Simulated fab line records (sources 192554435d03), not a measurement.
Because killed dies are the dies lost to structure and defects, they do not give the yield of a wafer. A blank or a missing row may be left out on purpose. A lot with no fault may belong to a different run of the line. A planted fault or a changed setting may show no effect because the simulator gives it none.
Which tool is to blame? | flow n5 finfet | 12 lots with 35 wafers sampled at 4 steps, on a route of 1938 steps

== WHAT THE GAUGES READ, wafer by wafer ==
N5_PASSIVATION_OVL_MEAS_60.
lot  | measured     | on         | TV_OVL (nm)
L929 | day 11 23:03 | overlay-01 | 3 -1 4
L930 | day 12 07:32 | overlay-01 | 4 -1 -1
L931 | day 13 05:07 | overlay-01 | 4 -1
L933 | day 13 07:55 | overlay-01 | 4 2 2
L932 | day 13 05:04 | overlay-02 | 7 -7 1
L935 | day 13 23:15 | overlay-02 | -9 -10 -4
L936 | day 14 01:00 | overlay-01 | 7 -6 1
L938 | day 14 01:33 | overlay-02 | -2 2 -1
L937 | day 15 06:44 | overlay-02 | 7 2 13
L942 | day 16 12:26 | overlay-01 | 7 9 8
L943 | day 16 05:44 | overlay-01 | -3 2 -4
L952 | day 18 04:15 | overlay-02 | 2 -7 -3

== WHAT TOOL EACH LOT RAN ON (gives the tool, then ch and the chambers of the sampled wafers, and finally the start) ==
lot  | N5_BEOL_M6_ECD_50              | N5_BEOL_M15_PRE_CLEAN_42     | N5_BEOL_M15_CMP_49
L929 | ecd cu-01 ch 0,1, day 8 15:34  | pvd sputter-02, day 11 13:27 | cmp-03 ch 0,1,3, day 11 14:25
L930 | ecd cu-01 ch 0,1, day 8 21:50  | pvd sputter-01, day 11 18:07 | cmp-02 ch 0,1, day 11 18:58
L931 | ecd cu-01 ch 0, day 9 13:50    | pvd sputter-01, day 12 20:40 | cmp-03 ch 1,2, day 12 21:38
L933 | ecd cu-01 ch 0,1, day 9 17:01  | pvd sputter-03, day 12 22:44 | cmp-03 ch 0,2, day 12 23:35
L932 | ecd cu-01 ch 0,1, day 9 17:10  | pvd sputter-02, day 12 16:21 | cmp-02 ch 0,2, day 12 18:12
L935 | ecd cu-01 ch 0,1, day 10 16:13 | pvd sputter-03, day 13 13:03 | cmp-03 ch 0,1,2, day 13 13:59
L936 | ecd cu-02 ch 0,1, day 11 00:59 | pvd sputter-03, day 13 15:59 | cmp-01 ch 0,1,2, day 13 16:50
L938 | ecd cu-01 ch 0,1, day 11 03:37 | pvd sputter-03, day 13 18:53 | cmp-03 ch 0,1,2, day 13 19:46
L937 | ecd cu-01 ch 0,1, day 11 15:02 | pvd sputter-01, day 14 19:46 | cmp-02 ch 0,2,3, day 14 20:53
L942 | ecd cu-01 ch 0,1, day 12 16:43 | pvd sputter-01, day 16 03:28 | cmp-02 ch 1,3, day 16 04:22
L943 | ecd cu-01 ch 0,1, day 12 16:54 | pvd sputter-02, day 15 18:20 | cmp-01 ch 0,1,2, day 15 19:14
L952 | ecd cu-02 ch 0,1, day 15 06:32 | pvd sputter-01, day 17 21:40 | cmp-03 ch 0,3, day 17 22:32
- N5_BEOL_M6_ECD_50: material Cu, target thk 300 nm.
- N5_BEOL_M15_PRE_CLEAN_42: time 30 s.
- N5_BEOL_M15_CMP_49: polishes, stops on SiO2, t overpolish 4.9 s, target thk 850 nm.

== AS READ BY THE TOOLS THEMSELVES (means over the sampled wafers that have a number; for cases with no such wafer, the mark the record gives instead) ==
N5_BEOL_M15_PRE_CLEAN_42.
lot  | tool           | heater power w (W)
L929 | pvd sputter-02 | 440
L930 | pvd sputter-01 | 465
L931 | pvd sputter-01 | 468
L933 | pvd sputter-03 | 454
L932 | pvd sputter-02 | 440
L935 | pvd sputter-03 | 459
L936 | pvd sputter-03 | 464
L938 | pvd sputter-03 | 442
L937 | pvd sputter-01 | 478
L942 | pvd sputter-01 | 469
L943 | pvd sputter-02 | 443
L952 | pvd sputter-01 | 448

N5_BEOL_M15_CMP_49.
lot  | tool   | barrier field endpoint s (s) | motor current A (A) | overpolish run s (s) | slurry filter dp kPa (kPa)
L929 | cmp-03 | 11.2                         | 7.4                 | 4.901                | 13.40
L930 | cmp-02 | 11.4                         | 7.9                 | 4.891                | 13.50
L931 | cmp-03 | 11.0                         | 9.1                 | 4.892                | 13.62
L933 | cmp-03 | 11.6                         | 8.9                 | 4.893                | 13.57
L932 | cmp-02 | 11.4                         | 7.8                 | 4.894                | 13.52
L935 | cmp-03 | 11.8                         | 8.5                 | 4.901                | 13.35
L936 | cmp-01 | 11.6                         | 7.3                 | 4.912                | 13.53
L938 | cmp-03 | 11.8                         | 8.5                 | 4.885                | 13.35
L937 | cmp-02 | 11.6                         | 7.9                 | 4.893                | 13.40
L942 | cmp-02 | 11.5                         | 8.2                 | 4.908                | 13.45
L943 | cmp-01 | 11.3                         | 7.2                 | 4.903                | 13.49
L952 | cmp-03 | 11.6                         | 7.4                 | 4.900                | 13.54

== THE ANSWER, worked out from the rows above alone ==
Rule: usual is defined by the lots themselves. Put in order of their means at a reading, lots are off if they are a third of the lots or fewer, leave a main group of 4 or more, and stand apart from it by a gap of 3 or more times the standard deviation of the main group's means; of several such gaps the widest counts. The tables above print the reading to a certain number of digits; a main group whose means all agree to those digits is not used. Also off: a lot with no number at a reading for which 4 or more lots have one. Where the step has rows for the other lots, those lots are counted as sound. After the gauges, taken in route order, come the tools' own readings; for these a lot's mean is taken, as printed above. The first step at which some lot is off is used, and at that step the reading that is off furthest; a lot without a number counts as furthest.
Nothing can be told from this: no lot is off at any reading shown.

== WHAT WAS PUT IN BY THE SIMULATOR ==
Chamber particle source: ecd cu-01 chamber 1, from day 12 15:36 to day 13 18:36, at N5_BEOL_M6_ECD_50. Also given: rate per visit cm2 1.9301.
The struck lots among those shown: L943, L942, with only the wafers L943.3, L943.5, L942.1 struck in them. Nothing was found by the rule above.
